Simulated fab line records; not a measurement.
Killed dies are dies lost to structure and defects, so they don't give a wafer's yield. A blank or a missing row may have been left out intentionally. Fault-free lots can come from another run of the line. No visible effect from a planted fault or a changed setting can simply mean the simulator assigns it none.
Chamber matching || flow n5_finfet || N5_FIN_CUT_CUT_ETCH_27 on rie_diel-01 has 4 sister chambers
The step etches SiO2 in CHF3/O2, target depth 4 nm, overetch 2 nm, time 4.9 s. 4 wafers are shown with their chamber, then 7 later ones without.

EACH WAFER AND ITS CHAMBER
{"wafer": "L083.1", "chamber": 2, "showerhead_plenum_p_Torr (Torr)": 2.27}
{"wafer": "L088.6", "chamber": 0, "showerhead_plenum_p_Torr (Torr)": 2.46}
{"wafer": "L091.1", "chamber": 3, "showerhead_plenum_p_Torr (Torr)": 2.46}
{"wafer": "L091.4", "chamber": 1, "showerhead_plenum_p_Torr (Torr)": 2.49}

WAFERS WITH NO CHAMBER GIVEN
{"wafer": "L091.6", "showerhead_plenum_p_Torr (Torr)": 2.49}
{"wafer": "L094.3", "showerhead_plenum_p_Torr (Torr)": 2.26}
{"wafer": "L094.5", "showerhead_plenum_p_Torr (Torr)": 2.26}
{"wafer": "L094.6", "showerhead_plenum_p_Torr (Torr)": 2.48}
{"wafer": "L096.3", "showerhead_plenum_p_Torr (Torr)": 2.45}
{"wafer": "L096.4", "showerhead_plenum_p_Torr (Torr)": 2.46}
{"wafer": "L096.5", "showerhead_plenum_p_Torr (Torr)": 2.46}

CHAMBER TAKEN BY EACH
{"wafer": "L091.6", "from the rows above": 1, "in truth": 1}
{"wafer": "L094.3", "from the rows above": 2, "in truth": 2}
{"wafer": "L094.5", "from the rows above": 2, "in truth": 2}
{"wafer": "L094.6", "from the rows above": "can't be placed: 1 or 0 or 3", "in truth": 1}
{"wafer": "L096.3", "from the rows above": "can't be placed: 0 or 3", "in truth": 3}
{"wafer": "L096.4", "from the rows above": "can't be placed: 0 or 3", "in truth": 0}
{"wafer": "L096.5", "from the rows above": "can't be placed: 0 or 3", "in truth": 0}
Correctly placed: 3 of 7. Can't be placed from these rows: 4 (the true chamber is among the candidates in 4). Wrongly placed: 0.
How it was worked out, from the rows above alone: a wafer's distance from a chamber is the root of the sum, over the readings, of the square of ((its reading less the chamber's mean) divided by the reading's scatter). If the next closest chamber is less than 2 further off than the closest, the wafer can't be placed; otherwise it belongs to the closest. For every chamber, the mean is computed from those of its wafers that are shown. The scatter: with one shown wafer a chamber, the root of the mean of the squares of how far each hidden wafer lies from its nearest shown one.
